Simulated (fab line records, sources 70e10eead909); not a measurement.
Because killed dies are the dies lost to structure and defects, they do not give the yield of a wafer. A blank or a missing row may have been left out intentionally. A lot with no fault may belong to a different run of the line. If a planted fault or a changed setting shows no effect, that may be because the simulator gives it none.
Matching of chambers	flow nand harc	NHARC_P_GATE_STRIP_101 on rie diel-04 has 4 sister chambers
The step strips in O2, time 20 s. 4 wafers are shown with their chamber, then 10 later ones without.

## WAFERS PAIRED WITH THEIR CHAMBERS
wafer	chamber	drypump motor current A (A)
L078.3	2	6.2
L093.6	1	5.7
L092.1	0	5.6
L092.2	3	5.8

## WAFERS WITHOUT THEIR CHAMBER
wafer	drypump motor current A (A)
L092.3	6.2
L092.4	5.7
L092.5	5.8
L092.6	5.6
L095.1	5.7
L095.2	5.6
L095.4	5.8
L094.3	6.2
L094.4	5.6
L094.5	5.5

## WHICH CHAMBER EACH ONE RAN IN
wafer	from the rows above	in truth
L092.3	2	2
L092.4	1	1
L092.5	3	3
L092.6	0	0
L095.1	1	1
L095.2	0	0
L095.4	3	3
L094.3	2	2
L094.4	0	0
L094.5	0	0
Correct placement for 10 of the 10. Can't be placed from these rows: 0. Number placed wrongly: 0.
How it was worked out, from the rows above alone: a wafer's distance from a chamber is the root of the sum, over the readings, of the square of ((its reading less the chamber's mean) divided by the reading's scatter). The wafer belongs to the nearest chamber; if the next one is less than 2 further off, it can't be placed. A chamber's mean is the mean of its shown wafers. The scatter (one wafer shown for each chamber): square how far every hidden wafer sits from the nearest shown wafer, average those squares and take the square root.
